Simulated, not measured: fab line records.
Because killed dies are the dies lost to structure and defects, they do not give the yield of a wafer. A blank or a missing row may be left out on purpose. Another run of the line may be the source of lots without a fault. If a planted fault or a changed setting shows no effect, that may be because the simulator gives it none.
fab line records + flow nand-harc
[record]
- lots = 14
- wafers = 42
- last-day = 33
route steps=1302 shown P_GATE@216 P_CONTACT@230
lots that met no fault: taken from a fault-free run of the same line
start-h: start of the lot's first displayed wafer, in hours after the record's first day + wait-h: time in hours since the lot's previous step + " unchanged from the row above + L1.1+2: a single row standing in for several wafers + - no value, or no start given + * or withheld: withheld + < > ~ a bound
route shown NAME@n: names a module that has steps shown in the file, with the first one's number in the route + usual: mean/standard deviation taken from wafers without a fault + same: alike in all rows + chamber/n: place in a boat + sites: per-site readings + _std_site: standard deviation of those values + _edge_site: mean of outer sites minus mean of inner sites + radius-mm: for every site, how far away it sits from the centre of the wafer + mask NAME#n: copy n + behind: the last tool/chamber to shape the wafer + hold: why the lot went on hold/how many hours it stayed there/how the hold came to an end + device: the transistor (n, p or np) that didn't switch + end of line: the route-end tests of the same wafers + a step without rows: its recipe alone + killed: the dies lost at the first sort to structure and to defects; this is not the yield of the wafer + map: per-die view of a wafer (x killed, . not killed, _ where there is no die)
set.NAME: the run value of the setting; set.NAME@STEP: its run value at that earlier step + model.NAME: the simulator's own value behind a step, which no gauge read
steps of the route over a sample of lots; a table a step, a row a wafer
services: the hour from which a tool's chamber was out of use, counted from the record's first day as start-h (under 0 if before that day), plus the number of hours and why
[[steps]]
[step NHARC_P_GATE_INSPECT_68]
[usual]
- raw-defect-count = 231/100
| lot.wafer | tool              | chamber | start-h | wait-h | raw-defect-count |
|-----------|-------------------|---------|---------|--------|------------------|
| L809.1    | defect-inspect-01 | -       | 121.51  | 0.2    | 279              |
| L809.2    | "                 | -       | "       | "      | 114              |
| L809.4    | "                 | -       | "       | "      | 135              |
| L810.2    | defect-inspect-02 | -       | 133.78  | 0.1    | 124              |
| L810.4    | "                 | -       | "       | "      | 183              |
| L810.5    | "                 | -       | "       | "      | 177              |
| L812.1    | defect-inspect-01 | -       | 155.41  | 0.2    | 107              |
| L812.4    | "                 | -       | "       | "      | 151              |
| L812.6    | "                 | -       | "       | "      | 193              |
| L815.4    | defect-inspect-02 | -       | 187.04  | 0.1    | 207              |
| L815.5    | "                 | -       | "       | "      | 291              |
| L815.6    | "                 | -       | "       | "      | 253              |
| L816.2    | defect-inspect-02 | -       | 203.57  | 0.1    | 166              |
| L816.4    | "                 | -       | "       | "      | 246              |
| L816.5    | "                 | -       | "       | "      | 122              |
| L823.3    | defect-inspect-01 | -       | 265.03  | 0.1    | 180              |
| L823.4    | "                 | -       | "       | "      | 290              |
| L823.5    | "                 | -       | "       | "      | 243              |
| L825.2    | defect-inspect-01 | -       | 286.33  | 0.1    | 268              |
| L825.4    | "                 | -       | "       | "      | 181              |
| L825.6    | "                 | -       | "       | "      | 202              |
| L824.1    | defect-inspect-01 | -       | 287.29  | 0.2    | 192              |
| L824.5    | "                 | -       | "       | "      | 222              |
| L824.6    | "                 | -       | "       | "      | 336              |
| L827.1    | defect-inspect-01 | -       | 302.42  | 0.2    | 154              |
| L827.2    | "                 | -       | "       | "      | 147              |
| L827.4    | "                 | -       | "       | "      | 173              |
| L826.2    | defect-inspect-02 | -       | 303.05  | 0.1    | 270              |
| L826.3    | "                 | -       | "       | "      | 404              |
| L826.5    | "                 | -       | "       | "      | 259              |
| L828.2    | defect-inspect-01 | -       | 317.76  | 0.1    | 208              |
| L828.5    | "                 | -       | "       | "      | 124              |
| L828.6    | "                 | -       | "       | "      | 180              |
| L829.3    | defect-inspect-02 | -       | 330.97  | 0.1    | 265              |
| L829.5    | "                 | -       | "       | "      | 182              |
| L829.6    | "                 | -       | "       | "      | 112              |
| L830.4    | defect-inspect-02 | -       | 339.13  | 0.1    | 375              |
| L830.5    | "                 | -       | "       | "      | 521              |
| L830.6    | "                 | -       | "       | "      | 476              |
| L831.3    | defect-inspect-01 | -       | 351.82  | 0.2    | 183              |
| L831.5    | "                 | -       | "       | "      | 337              |
| L831.6    | "                 | -       | "       | "      | 260              |
[step NHARC_P_CONTACT_PEB_10]
[recipe]
- peb-temp-c = 100
- peb-time-s = 65
| lot.wafer  | tool           | chamber | start-h | wait-h |
|------------|----------------|---------|---------|--------|
| L809.1+2+4 | litho-track-06 | 0       | 122.91  | 0.1    |
| L810.2+4+5 | litho-track-04 | 0       | 135.19  | 0.1    |
| L812.1+4+6 | litho-track-06 | 0       | 156.94  | 0.1    |
| L815.4+5+6 | litho-track-06 | 0       | 188.58  | 0.0    |
| L816.2+4+5 | litho-track-06 | 0       | 205.10  | 0.1    |
| L823.3+4+5 | litho-track-01 | 0       | 266.56  | 0.0    |
| L825.2+4+6 | litho-track-04 | 0       | 287.73  | 0.1    |
| L824.1+5+6 | litho-track-06 | 0       | 288.82  | 0.1    |
| L827.1+2+4 | litho-track-01 | 0       | 303.82  | 0.1    |
| L826.2+3+5 | litho-track-04 | 0       | 304.59  | 0.1    |
| L828.2+5+6 | litho-track-04 | 0       | 319.29  | 0.1    |
| L829.3+5+6 | litho-track-04 | 0       | 332.39  | 0.0    |
| L830.4+5+6 | litho-track-01 | 0       | 340.66  | 0.0    |
| L831.3+5+6 | litho-track-06 | 0       | 353.35  | 0.0    |
[step NHARC_P_CONTACT_CD_MEAS_12]
[recipe]
- target-cd-nm = 90
- landing-energy-ev = 500
[usual]
- cd-nm = 89.6/0.51
[same]
- landing-energy-ev = 500
| lot.wafer | tool      | chamber | start-h | wait-h | cd-nm |
|-----------|-----------|---------|---------|--------|-------|
| L809.1    | cd-sem-02 | 0       | 122.99  | -      | 90.2  |
| L809.2    | "         | 0       | "       | "      | 89.9  |
| L809.4    | "         | 0       | "       | "      | 90.1  |
| L810.2    | cd-sem-03 | 0       | 135.27  | -      | 89.3  |
| L810.4    | "         | 0       | "       | "      | 89.3  |
| L810.5    | "         | 0       | "       | "      | 90.0  |
| L812.1    | cd-sem-02 | 0       | 157.02  | -      | 90.0  |
| L812.4    | "         | 0       | "       | "      | 89.4  |
| L812.6    | "         | 0       | "       | "      | 89.2  |
| L815.4    | cd-sem-01 | 0       | 188.66  | -      | 89.5  |
| L815.5    | "         | 0       | "       | "      | 93.0  |
| L815.6    | "         | 0       | "       | "      | 93.9  |
| L816.2    | cd-sem-02 | 0       | 205.18  | -      | 93.6  |
| L816.4    | "         | 0       | "       | "      | 89.8  |
| L816.5    | "         | 0       | "       | "      | 93.3  |
| L823.3    | cd-sem-03 | 0       | 266.65  | -      | 90.0  |
| L823.4    | "         | 0       | "       | "      | 90.6  |
| L823.5    | "         | 0       | "       | "      | 90.0  |
| L825.2    | cd-sem-01 | 0       | 287.81  | -      | 89.0  |
| L825.4    | "         | 0       | "       | "      | 90.0  |
| L825.6    | "         | 0       | "       | "      | 89.1  |
| L824.1    | cd-sem-03 | 0       | 288.90  | -      | 89.7  |
| L824.5    | "         | 0       | "       | "      | 89.6  |
| L824.6    | "         | 0       | "       | "      | 89.6  |
| L827.1    | cd-sem-01 | 0       | 303.90  | -      | 90.0  |
| L827.2    | "         | 0       | "       | "      | 90.5  |
| L827.4    | "         | 0       | "       | "      | 89.4  |
| L826.2    | cd-sem-02 | 0       | 304.67  | -      | 89.1  |
| L826.3    | "         | 0       | "       | "      | 89.9  |
| L826.5    | "         | 0       | "       | "      | 89.6  |
| L828.2    | cd-sem-03 | 0       | 319.37  | -      | 89.5  |
| L828.5    | "         | 0       | "       | "      | 89.3  |
| L828.6    | "         | 0       | "       | "      | 90.0  |
| L829.3    | cd-sem-02 | 0       | 332.48  | -      | 89.7  |
| L829.5    | "         | 0       | "       | "      | 90.3  |
| L829.6    | "         | 0       | "       | "      | 88.6  |
| L830.4    | cd-sem-02 | 0       | 340.74  | -      | 88.3  |
| L830.5    | "         | 0       | "       | "      | 89.0  |
| L830.6    | "         | 0       | "       | "      | 89.2  |
| L831.3    | cd-sem-01 | 0       | 353.43  | -      | 89.3  |
| L831.5    | "         | 0       | "       | "      | 89.5  |
| L831.6    | "         | 0       | "       | "      | 90.4  |
[step NHARC_P_CONTACT_OVL_MEAS_13]
[usual]
- overlay-x-nm = 0.2/0.66
- overlay-y-nm = 0.1/0.87
| lot.wafer | tool       | chamber | start-h | wait-h | overlay-x-nm | overlay-y-nm |
|-----------|------------|---------|---------|--------|--------------|--------------|
| L809.1    | overlay-01 | -       | 123.08  | -      | -1.2         | 0.0          |
| L809.2    | "          | -       | "       | "      | -0.8         | 0.1          |
| L809.4    | "          | -       | "       | "      | -1.1         | 0.0          |
| L810.2    | overlay-01 | -       | 135.36  | -      | 0.2          | 1.2          |
| L810.4    | "          | -       | "       | "      | -0.2         | 1.5          |
| L810.5    | "          | -       | "       | "      | -0.5         | 1.4          |
| L812.1    | overlay-02 | -       | 157.11  | -      | -0.5         | -1.7         |
| L812.4    | "          | -       | "       | "      | 0.1          | -1.8         |
| L812.6    | "          | -       | "       | "      | -0.2         | -2.2         |
| L815.4    | overlay-01 | -       | 188.74  | -      | 0.1          | 1.0          |
| L815.5    | "          | -       | "       | "      | 0.3          | 0.8          |
| L815.6    | "          | -       | "       | "      | 0.8          | 1.5          |
| L816.2    | overlay-01 | -       | 205.26  | -      | 0.3          | -0.5         |
| L816.4    | "          | -       | "       | "      | 0.0          | -0.1         |
| L816.5    | "          | -       | "       | "      | -0.1         | -0.5         |
| L823.3    | overlay-01 | -       | 266.73  | -      | 0.7          | 1.0          |
| L823.4    | "          | -       | "       | "      | 0.9          | 1.0          |
| L823.5    | "          | -       | "       | "      | 0.9          | 0.8          |
| L825.2    | overlay-02 | -       | 287.89  | -      | -0.2         | -0.7         |
| L825.4    | "          | -       | "       | "      | -0.6         | -0.2         |
| L825.6    | "          | -       | "       | "      | -0.3         | -0.8         |
| L824.1    | overlay-02 | -       | 288.99  | -      | -0.6         | -0.3         |
| L824.5    | "          | -       | "       | "      | -0.8         | -0.4         |
| L824.6    | "          | -       | "       | "      | -0.6         | -0.7         |
| L827.1    | overlay-01 | -       | 303.99  | -      | -0.2         | -1.0         |
| L827.2    | "          | -       | "       | "      | -0.3         | -0.7         |
| L827.4    | "          | -       | "       | "      | 0.1          | 0.0          |
| L826.2    | overlay-02 | -       | 304.76  | -      | 1.0          | -1.0         |
| L826.3    | "          | -       | "       | "      | 1.4          | -0.3         |
| L826.5    | "          | -       | "       | "      | 1.1          | -0.3         |
| L828.2    | overlay-02 | -       | 319.46  | -      | 0.6          | -0.2         |
| L828.5    | "          | -       | "       | "      | 0.3          | 0.0          |
| L828.6    | "          | -       | "       | "      | 0.3          | 0.3          |
| L829.3    | overlay-01 | -       | 332.56  | -      | 0.8          | -0.7         |
| L829.5    | "          | -       | "       | "      | 1.4          | -0.4         |
| L829.6    | "          | -       | "       | "      | 1.0          | -0.9         |
| L830.4    | overlay-01 | -       | 340.82  | -      | -0.5         | 0.9          |
| L830.5    | "          | -       | "       | "      | 0.1          | 1.3          |
| L830.6    | "          | -       | "       | "      | -0.2         | 1.4          |
| L831.3    | overlay-02 | -       | 353.52  | -      | -0.3         | 1.2          |
| L831.5    | "          | -       | "       | "      | -0.5         | 1.0          |
| L831.6    | "          | -       | "       | "      | -0.1         | 1.3          |
[step NHARC_P_CONTACT_DESCUM_17]
[recipe]
- time-s = 3
- o2-flow-sccm = 200
- ar-flow-sccm = 0
- bias-power-w = 0
- chemistry = O2
[usual]
- drypump-motor-current-A = 6.0/0.49
- oes-product-au = 1.002/0.01
- rf-vpp-V = 57.8/0.89
- showerhead-plenum-p-Torr = 1.92/0.072
- throttle-valve-pct = 11.312/0.0089
| lot.wafer | tool        | chamber | start-h | wait-h | drypump-motor-current-A | oes-product-au | rf-hours-counter-h | rf-vpp-V | showerhead-plenum-p-Torr | throttle-valve-pct |
|-----------|-------------|---------|---------|--------|-------------------------|----------------|--------------------|----------|--------------------------|--------------------|
| L809.4    | rie-diel-02 | 2       | 123.17  | 0.1    | 6.4                     | 0.998          | 1.8                | 56.8     | 1.89                     | 11.306             |
| L809.2    | "           | 3       | "       | "      | 5.6                     | 1.017          | 2.0                | 57.5     | 1.98                     | 11.318             |
| L809.1    | "           | 0       | "       | "      | 6.4                     | 0.992          | 2.0                | 57.5     | 1.84                     | 11.309             |
| L810.4    | rie-diel-05 | 3       | 135.46  | 0.1    | 4.8                     | 0.998          | 1.5                | 55.8     | 1.92                     | 11.307             |
| L810.2    | "           | 2       | "       | "      | 5.7                     | 1.006          | 1.6                | 56.8     | 1.97                     | 11.296             |
| L810.5    | "           | 3       | "       | "      | 4.8                     | 0.993          | -                  | 59.8     | 1.92                     | 11.300             |
| L812.4    | rie-diel-02 | 2       | 157.22  | 0.1    | 6.4                     | 0.986          | 2.8                | 58.3     | 1.89                     | 11.311             |
| L812.1    | "           | 0       | "       | "      | 6.4                     | 0.987          | 2.8                | 56.8     | 1.84                     | 11.301             |
| L812.6    | "           | 1       | "       | "      | 6.2                     | 1.008          | -                  | 58.5     | 2.05                     | 11.294             |
| L815.4    | rie-diel-02 | 1       | 188.86  | 0.1    | 6.2                     | 1.009          | 3.6                | 58.3     | 2.05                     | 11.310             |
| L815.6    | "           | 3       | "       | "      | 5.6                     | 1.016          | -                  | 58.3     | 1.98                     | 11.316             |
| L815.5    | "           | 0       | "       | "      | 6.4                     | 1.018          | -                  | 59.0     | 1.84                     | 11.314             |
| L816.2    | rie-diel-02 | 3       | 205.38  | 0.1    | 5.6                     | 1.005          | 4.2                | 57.7     | 1.98                     | 11.321             |
| L816.4    | "           | 0       | "       | "      | 6.4                     | 0.998          | 4.0                | 57.7     | 1.84                     | 11.302             |
| L816.5    | "           | 2       | "       | "      | 6.4                     | 0.979          | -                  | 57.9     | 1.89                     | 11.305             |
| L823.4    | rie-diel-05 | 2       | 266.83  | 0.1    | 5.6                     | 0.999          | 0.5                | 57.4     | 1.97                     | 11.304             |
| L823.3    | "           | 0       | "       | "      | 6.1                     | 1.020          | 0.8                | 56.5     | 1.99                     | 11.316             |
| L823.5    | "           | 2       | "       | "      | 5.6                     | 1.000          | -                  | 57.4     | 1.97                     | 11.311             |
| L825.2    | rie-diel-02 | 0       | 288.01  | 0.1    | 6.4                     | 1.000          | 1.1                | 57.1     | 1.84                     | 11.328             |
| L825.6    | "           | 3       | "       | "      | 5.6                     | 1.015          | -                  | 58.2     | 1.98                     | 11.302             |
| L825.4    | "           | 0       | "       | "      | 6.4                     | 1.005          | -                  | 57.0     | 1.84                     | 11.325             |
| L824.1    | rie-diel-06 | 2       | 289.11  | 0.1    | 6.6                     | 1.003          | 8.8                | 57.7     | 1.89                     | 11.312             |
| L824.5    | "           | 0       | "       | "      | 6.1                     | 0.986          | -                  | 58.7     | 1.86                     | 11.323             |
| L824.6    | "           | 1       | "       | "      | 5.8                     | 1.003          | -                  | 57.8     | 2.01                     | 11.305             |
| L827.1    | rie-diel-05 | 2       | 304.09  | 0.1    | 5.6                     | 0.991          | 1.3                | 57.4     | 1.97                     | 11.322             |
| L827.2    | "           | 3       | "       | "      | 4.8                     | 1.010          | 1.6                | 58.3     | 1.92                     | 11.301             |
| L827.4    | "           | 2       | "       | "      | 5.6                     | 0.990          | -                  | 56.4     | 1.97                     | 11.289             |
| L826.2    | rie-diel-06 | 2       | 304.85  | 0.1    | 6.6                     | 1.010          | 9.6                | 58.6     | 1.89                     | 11.308             |
| L826.3    | "           | 0       | "       | "      | 6.1                     | 1.000          | 11.1               | 57.6     | 1.86                     | 11.304             |
| L826.5    | "           | 3       | "       | "      | 5.9                     | 1.000          | -                  | 56.9     | 1.81                     | 11.312             |
| L828.2    | rie-diel-05 | 2       | 319.57  | 0.1    | 5.6                     | 1.002          | 2.0                | 59.0     | 1.97                     | 11.301             |
| L828.6    | "           | 2       | "       | "      | 5.6                     | 0.996          | -                  | 57.2     | 1.97                     | 11.336             |
| L828.5    | "           | 3       | "       | "      | 4.8                     | 1.013          | -                  | 57.0     | 1.91                     | 11.302             |
| L829.3    | rie-diel-02 | 0       | 332.68  | 0.1    | 6.4                     | 1.017          | 2.1                | 56.5     | 1.84                     | 11.311             |
| L829.6    | "           | 2       | "       | "      | 6.4                     | 0.990          | -                  | 58.4     | 1.89                     | 11.304             |
| L829.5    | "           | 3       | "       | "      | 5.6                     | 1.001          | -                  | 58.0     | 1.98                     | 11.313             |
| L830.4    | rie-diel-02 | 0       | 340.93  | 0.1    | 6.4                     | 1.010          | 2.6                | 56.8     | 1.84                     | 11.323             |
| L830.6    | "           | 3       | "       | "      | 5.6                     | 1.018          | -                  | 56.7     | 1.98                     | 11.327             |
| L830.5    | "           | 0       | "       | "      | 6.4                     | 0.990          | -                  | 58.3     | 1.84                     | 11.315             |
| L831.3    | rie-diel-05 | 3       | 353.63  | 0.1    | 4.8                     | 1.009          | 3.1                | 56.4     | 1.91                     | 11.302             |
| L831.6    | "           | 1       | "       | "      | 6.4                     | 0.991          | -                  | 57.8     | 1.85                     | 11.313             |
| L831.5    | "           | 2       | "       | "      | 5.7                     | 0.985          | -                  | 59.1     | 1.97                     | 11.309             |
[[services]]
| tool           | chamber | start-h | hours | kind   |
|----------------|---------|---------|-------|--------|
| rie-diel-02    | 0       | 122.20  | -     | clean  |
| rie-diel-02    | 1       | 122.20  | -     | clean  |
| rie-diel-02    | 2       | 122.20  | -     | clean  |
| rie-diel-02    | 3       | 122.20  | -     | clean  |
| rie-diel-06    | -       | 130.31  | 9.0   | pm     |
| rie-diel-02    | 0       | 146.70  | -     | clean  |
| rie-diel-02    | 1       | 146.70  | -     | clean  |
| rie-diel-02    | 2       | 146.70  | -     | clean  |
| rie-diel-02    | 3       | 146.70  | -     | clean  |
| litho-track-01 | -       | 155.00  | 7.0   | pm     |
| rie-diel-05    | 2       | 157.55  | 7.6   | repair |
| rie-diel-02    | 2       | 160.94  | 7.8   | repair |
| rie-diel-06    | 2       | 167.73  | 6.7   | repair |
| litho-track-06 | -       | 179.00  | 7.0   | pm     |
| litho-track-04 | -       | 203.00  | 7.0   | pm     |
| rie-diel-02    | -       | 214.88  | 0.4   | repair |
| rie-diel-02    | -       | 216.70  | 9.0   | pm     |
| rie-diel-05    | 1       | 220.52  | 3.8   | repair |
| rie-diel-05    | -       | 229.60  | 9.0   | pm     |
| rie-diel-06    | -       | 242.11  | 1.4   | repair |
| rie-diel-02    | 1       | 285.05  | 5.2   | repair |
| rie-diel-05    | 0       | 295.10  | 22.1  | repair |
| rie-diel-06    | -       | 307.31  | 9.0   | pm     |
| litho-track-01 | -       | 330.00  | 7.0   | pm     |
[[key]]
[first-sign]
- step = NHARC_P_CONTACT_CD_MEAS_12
- reading = cd-nm
- direction = up
- sigmas = 7.5
- usual = 89.6
- struck = 93.4
effect none on later readings
met-at NHARC_P_CONTACT_PEB_10
struck-lots L815,L816
struck-wafers L815.5,L815.6,L816.2,L816.5
sort-left-out L815.5,L815.6,L816.2,L816.5
tester-left-out L815,L816
not-acting-at NHARC_P_GATE_INSPECT_68,NHARC_P_CONTACT_OVL_MEAS_13,NHARC_P_CONTACT_DESCUM_17
onset-between 156.94 188.58
[fault]
- kind = process-parameter-drift
- tool = litho-track-06
- chamber = -
- onset-h = 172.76
- steps = NHARC_P_CONTACT_PEB_10
- channel = peb-time-s
- offset = *
- shape = step
- end-h = 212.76
- scope = struck-wafers-only
- acts-in = *
- stated = *
// tester-left-out: of these lots the tester's yield and bins aren't shown, on N5 and GAA mostly nor the transistor test; their killed dies are dies lost to structure and defects alone, not to doping, threshold or leakage, so they don't give the yield
// sort-left-out: the simulated sort isn't trusted on such a fault, so these wafers' sort isn't shown, and their yield isn't known
